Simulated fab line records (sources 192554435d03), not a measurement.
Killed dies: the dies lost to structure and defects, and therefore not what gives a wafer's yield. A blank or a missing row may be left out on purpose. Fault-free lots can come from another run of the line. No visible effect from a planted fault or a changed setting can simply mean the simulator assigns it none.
Matching of chambers    flow n5 finfet    4 sister chambers for N5_BEOL_M3_CMP_52 on cmp-01
The step polishes, stops on SiOC, t overpolish 6.8 s, target thk 40 nm. 8 wafers are shown with their chamber, then 10 later ones without.

== WAFERS, EACH WITH ITS CHAMBER ==
wafer   chamber  motor current A (A)  overpolish run s (s)
L081.2  0        6.2                  6.800
L081.4  3        5.8                  6.813
L082.4  0        6.3                  6.800
L084.4  3        6.0                  6.805
L087.5  1        6.1                  6.790
L087.6  2        4.8                  6.791
L091.2  2        4.8                  6.791
L091.3  1        6.1                  6.795

== WAFERS WITHOUT THEIR CHAMBER ==
wafer   motor current A (A)  overpolish run s (s)
L091.5  5.0                  6.806
L090.3  4.6                  6.780
L090.4  6.3                  6.810
L090.6  5.8                  6.811
L092.1  6.0                  6.813
L092.2  6.1                  6.814
L092.5  6.1                  6.807
L095.2  6.1                  6.790
L095.5  6.4                  6.798
L095.6  4.5                  6.788

== EACH ONE'S CHAMBER ==
wafer    from the rows above            in truth
L091.5   2                              2
L090.3   2                              2
L090.4   0                              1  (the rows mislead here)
L090.6   3                              3
L092.1   3                              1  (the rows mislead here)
L092.2   can't be placed: 3 or 0        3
L092.5   can't be placed: 3 or 0 or 1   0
L095.2   1                              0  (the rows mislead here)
L095.5   0                              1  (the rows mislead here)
L095.6   2                              2
Correct placement for 4 of the 10. These rows do not allow placing 2 (true chamber among the candidates in 2). Number placed wrongly: 4.
How it was worked out, from the rows above alone: a wafer's distance from a chamber is the root of the sum, over the readings, of the square of ((its reading less the chamber's mean) divided by the reading's scatter). If the next closest chamber is less than 2 further off than the closest, the wafer can't be placed; otherwise it belongs to the closest. The mean given for a chamber averages the wafers shown for that chamber. The scatter: the root of (the sum of the squares of (reading less its chamber's mean) over the shown wafers, divided by (wafers less chambers)).
